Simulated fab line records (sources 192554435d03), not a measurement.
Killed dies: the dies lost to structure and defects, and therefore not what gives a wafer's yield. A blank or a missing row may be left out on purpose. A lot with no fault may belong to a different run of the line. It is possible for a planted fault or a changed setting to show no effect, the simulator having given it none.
Chamber matching ; flow n5_finfet ; pecvd-02 running N5_BEOL_M0_SAQP_PECVD_04: 3 sister chambers
The step deposits a-Si from SiH4/He, target thk 60 nm, time 60.2 s. 6 wafers are shown with their chamber, then 7 later ones without.

## WAFERS PAIRED WITH THEIR CHAMBERS
wafer;chamber;showerhead_plenum_p_Torr (Torr);heater_power_w (W)
L432.2;0;5.68;578
L432.5;1;5.73;695
L434.5;1;5.73;729
L434.6;2;5.69;779
L436.2;2;5.67;684
L436.3;0;5.68;595

## WAFERS WITHOUT THEIR CHAMBER
wafer;showerhead_plenum_p_Torr (Torr);heater_power_w (W)
L436.5;5.73;802
L448.3;5.75;720
L448.4;5.67;572
L448.6;5.74;737
L451.3;5.74;793
L451.5;5.72;791
L451.6;5.68;534

## CHAMBER TAKEN BY EACH
wafer;from the rows above;in truth
L436.5;1;1
L448.3;1;1
L448.4;0;0
L448.6;1;1
L451.3;1;1
L451.5;1;1
L451.6;0;0
Correctly placed: 7 of 7. Not placeable from these rows: 0. 0 placed wrongly.
How it was worked out, from the rows above alone: a wafer's distance from a chamber is the root of the sum, over the readings, of the square of ((its reading less the chamber's mean) divided by the reading's scatter). The wafer belongs to the nearest chamber; if the next one is less than 2 further off, it can't be placed. For every chamber, the mean is computed from those of its wafers that are shown. How the scatter is found: for the shown wafers, subtract from each reading the mean of its chamber, square and add these, divide the total by (wafers less chambers), then take the root.
